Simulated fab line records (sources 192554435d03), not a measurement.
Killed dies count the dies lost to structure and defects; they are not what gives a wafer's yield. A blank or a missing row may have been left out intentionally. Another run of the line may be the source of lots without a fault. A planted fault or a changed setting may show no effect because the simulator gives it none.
Split-lot experiment -- flow n5Finfet -- route with 1938 steps; 7 lots, 21 wafers read

== ABOUT THE SPLIT ==
At N5_GATE_CUT_EXPOSE_10 (exposes mask GATE CUT, target cd 20 nm), the setting doseMj was moved away from the recipe's 43.25 on 10 of the 21 wafers read, by -7.2% to +5.9%. This setting was run at the recipe's value on the other wafers.

== FROM THE SPLIT TO THE READING: what the file shows between them, 2 steps ==
- N5_GATE_CUT_PEB_11: peb time 60 s
- N5_GATE_CUT_DEVELOP_12: develop time 30 s

== THE READING ==
Shown in nm: cdNm at N5_GATE_CUT_CD_MEAS_13, with target cd 20 nm. On this fab line, fault-free wafers typically give 19.95 nm with a standard deviation of 0.24 nm.

wafer,"tool, chamber at the split",doseMj as run,against the recipe,"cdNm, nm",against lot-mates on the recipe
L076.2,"euvScanner-02, 0",45.82,+5.9%,21.18,+1.50
L076.4,"euvScanner-02, 0",45.82,+5.9%,21.20,+1.52
L076.5,"euvScanner-02, 0",43.25,recipe,19.68,-
L083.3,"euvScanner-01, 0",43.25,recipe,19.57,-
L083.4,"euvScanner-01, 0",42.12,-2.6%,19.37,-0.26
L083.5,"euvScanner-01, 0",43.25,recipe,19.69,-
L085.3,"euvScanner-02, 0",41.76,-3.4%,19.02,-0.96
L085.4,"euvScanner-02, 0",43.25,recipe,19.98,-
L085.5,"euvScanner-02, 0",41.76,-3.4%,19.19,-0.79
L086.1,"euvScanner-02, 0",40.31,-6.8%,18.18,-1.32
L086.3,"euvScanner-02, 0",40.31,-6.8%,18.21,-1.29
L086.5,"euvScanner-02, 0",43.25,recipe,19.50,-
L088.2,"euvScanner-02, 0",43.25,recipe,20.62,-
L088.3,"euvScanner-02, 0",43.25,recipe,20.22,-
L088.6,"euvScanner-02, 0",40.12,-7.2%,18.13,-2.29
L089.1,"euvScanner-02, 0",43.25,recipe,20.32,-
L089.3,"euvScanner-02, 0",41.47,-4.1%,19.06,-1.26
L089.4,"euvScanner-02, 0",41.47,-4.1%,19.27,-1.05
L095.2,"euvScanner-02, 0",43.25,recipe,19.94,-
L095.3,"euvScanner-02, 0",43.25,recipe,20.12,-
L095.5,"euvScanner-02, 0",43.25,recipe,20.05,-

FIT RESULTS
A straight line over all 21 wafers: cdNm changes by +0.233 nm for each +1% of doseMj; r = +0.95; the points scatter about the line by 0.27 nm.
The same after taking each lot's own level away (the mean of its wafers on the recipe; 21 wafers): +0.246 nm for each +1%; r = +0.97; scatter 0.21 nm.
According to that fit, moving doseMj by its largest amount changes the reading by 1.8 nm.
From 19.500 to 20.420 nm: that is the span of the lots' own levels, equal to 3.8 times the standard deviation above.
Consequently the slope shifts little with the lot-to-lot level, the two slopes agreeing.
Check: for one of the wafers moved furthest among these (-7.2%), held out of the fit, the line's prediction against its lot-mates is -1.64 nm. Against them it came out at -2.29 nm.

== OTHER SPLITS ON THESE WAFERS ==
Other splits were also applied to these wafers ahead of the reading. Each is held against what the fit with the lots' levels taken away leaves over:
other split on the same wafers,wafers away from the commonest value,r with cdNm (lot level and that fit taken away)
N5_SD_EPI_P_EPI_21 tempC,9,+0.11
N5_SD_ACTIVATION_LSA_01 tempC,4,-0.01
N5_HKMG_FIN_COAT_43 spinRpm,6,-0.28
N5_HKMG_FIN_ETCH_55 timeS,6,+0.28
N5_HKMG_FIN_EXPOSE_09 doseMj,7,+0.58
N5_HKMG_FIN_ETCH_32 biasW,8,+0.10

== THE WHOLE CHAIN: every reading that the file lists as answering this split, in the file's order ==
step,what it does,reading,change (the file's fit),r (the file's)
N5_GATE_CUT_CD_MEAS_13,target cd 20 nm,cdNm,+0.253 nm for each +1% of the setting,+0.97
N5_GATE_CUT_DESCUM_18,"chemistry O2, time 7 s","GATE_CUT.cdNm (the simulator's own value, which no gauge read)",+0.25 nm for each +1% of the setting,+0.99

== THE FILE'S OWN FIT ==
cdNm changes by +0.253 nm for each +1% of doseMj, r = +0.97.
